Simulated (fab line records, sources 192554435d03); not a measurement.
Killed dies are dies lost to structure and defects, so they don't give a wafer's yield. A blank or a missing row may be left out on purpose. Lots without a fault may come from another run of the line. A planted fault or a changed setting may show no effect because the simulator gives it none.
A struck lot beside a sound one | flow n5_finfet | 14 steps out of a route of 1938
Sound: wafers L951.1, L951.4, L951.5. Struck: wafer L958.6. (L958.3, L958.5 of the same lot were not struck and are left out.) The cause comes at the end.
At each step with rows: each side's tool, then ch and its chambers, then its first start. Under that, the readings that differ: sound wafers | struck wafers | difference of the means | sigmas: that difference in standard deviations of wafers without a fault.
alike: readings whose means differ by less than 2 such deviations, and words and numbers that are the same on both sides. not compared: withheld readings, readings that some wafer has no value for, bounds like >300 that may hide the same value, and numbers for which the record gives no deviation and whose values overlap.
The two part at a step that has a row with sigmas, a row that says differs or no value, or rows on one side only. Numbers that don't overlap but have no deviation are shown without sigmas and don't part them. A reading that every wafer of one side lacks parts them only if that side has two wafers or more.

first, 1 step without rows for these wafers: N5_BEOL_M11_DEVELOP_27 (develop time 30 s).
N5_BEOL_M11_CD_MEAS_28: target cd 70 nm.
  sound on cd_sem-01 ch 0, day 11 14:01; struck on cd_sem-02 ch 0, day 13 19:04
  alike: cd_nm
N5_BEOL_M11_OVL_MEAS_29:
  sound on overlay-01 ch 0, day 11 14:02; struck on overlay-01 ch 0, day 13 19:05
  alike: V10_OVL
N5_BEOL_M11_INSPECT_30: inspects for defects (brightfield).
  sound on defect_inspect-02, day 11 14:04; struck on defect_inspect-01, day 13 19:07
  reading          | sound       | struck | difference | sigmas
  raw_defect_count | 607 592 481 | 286    | -274       | -3
N5_BEOL_M11_DESCUM_33: chemistry O2, time 7.9 s.
  sound on rie_diel-04 ch 0,2,3, day 11 14:06; struck on rie_diel-06 ch 3, day 13 19:11
  alike: drypump_motor_current_A, oes_product_au, rf_vpp_V, showerhead_plenum_p_Torr, throttle_valve_pct
  not compared: rf_hours_counter_h
then, 1 step without rows for these wafers: N5_BEOL_M11_ETCH_65 (etches SiARC in CF4, target depth 39 nm, time 65 s).
N5_BEOL_M11_ETCH_66: etches SOC in N2/H2, target depth 120 nm, overetch 24 nm, time 180 s.
  sound on rie_diel-04 ch 0,2,3, day 11 14:11; struck on rie_diel-06 ch 3, day 13 19:16
  alike: drypump_motor_current_A, n2_flow_sccm, oes_product_au, rf_vpp_V, showerhead_plenum_p_Torr, throttle_valve_pct
  not compared: rf_hours_counter_h
then, 1 step without rows for these wafers: N5_BEOL_M11_STRIP_69 (strips in N2/H2).
N5_BEOL_M11_VIA_ETCH_34: etches SiCOH lowk in C4F6/O2, target depth 184.5 nm, time 69.2 s.
  sound on rie_diel-04 ch 0,2,3, day 11 14:19; struck on rie_diel-06 ch 3, day 13 19:24
  alike: drypump_motor_current_A, oes_product_au, rf_vpp_V, showerhead_plenum_p_Torr, throttle_valve_pct
  not compared: rf_hours_counter_h
then, 1 step without rows for these wafers: N5_BEOL_M11_STRIP_73 (strips in C4F6/O2).
N5_BEOL_M11_STRIP_36: strips in N2/H2.
  sound on rie_diel-04 ch 0,2,3, day 11 14:22; struck on rie_diel-06 ch 3, day 13 19:28
  reading                | sound             | struck | difference | sigmas
  throttle_valve_pct (%) | 23.65 23.74 24.05 | 23.24  | -0.57      | -2
  alike: drypump_motor_current_A, n2_flow_sccm, oes_product_au, rf_vpp_V, showerhead_plenum_p_Torr
  not compared: rf_hours_counter_h
N5_BEOL_M11_TRENCH_ETCH_37: etches SiCOH lowk in C4F6/O2, target depth 148.83 nm, time 48 s.
  sound on rie_diel-04 ch 0,2,3; struck on rie_diel-06 ch 3
  alike: drypump_motor_current_A, oes_product_au, rf_vpp_V, showerhead_plenum_p_Torr, throttle_valve_pct
  not compared: rf_hours_counter_h
N5_BEOL_M11_ETCH_41: etches SiCN in CH3F/O2, target depth 42.6 nm, time 86 s.
  sound on rie_diel-04 ch 0,2,3, day 11 14:27; struck on rie_diel-06 ch 3, day 13 19:32
  reading                  | sound            | struck | difference | sigmas
  oes_product_au (a.u.)    | 0.81 0.90 0.75   | 0.54   | -0.28      | -3
  model.etch.depth_nm (nm) | 33.09 33.07 32.2 | 19.1   | -13.7      |
  alike: drypump_motor_current_A, rf_vpp_V, showerhead_plenum_p_Torr, throttle_valve_pct
  not compared: rf_hours_counter_h
then, 1 step without rows for these wafers: N5_BEOL_M11_STRIP_77 (strips in N2/H2, time 10 s).

WHERE THEY PART
First at N5_BEOL_M11_INSPECT_30; last, within this record, at N5_BEOL_M11_ETCH_41.

WHY: what the simulator had put in
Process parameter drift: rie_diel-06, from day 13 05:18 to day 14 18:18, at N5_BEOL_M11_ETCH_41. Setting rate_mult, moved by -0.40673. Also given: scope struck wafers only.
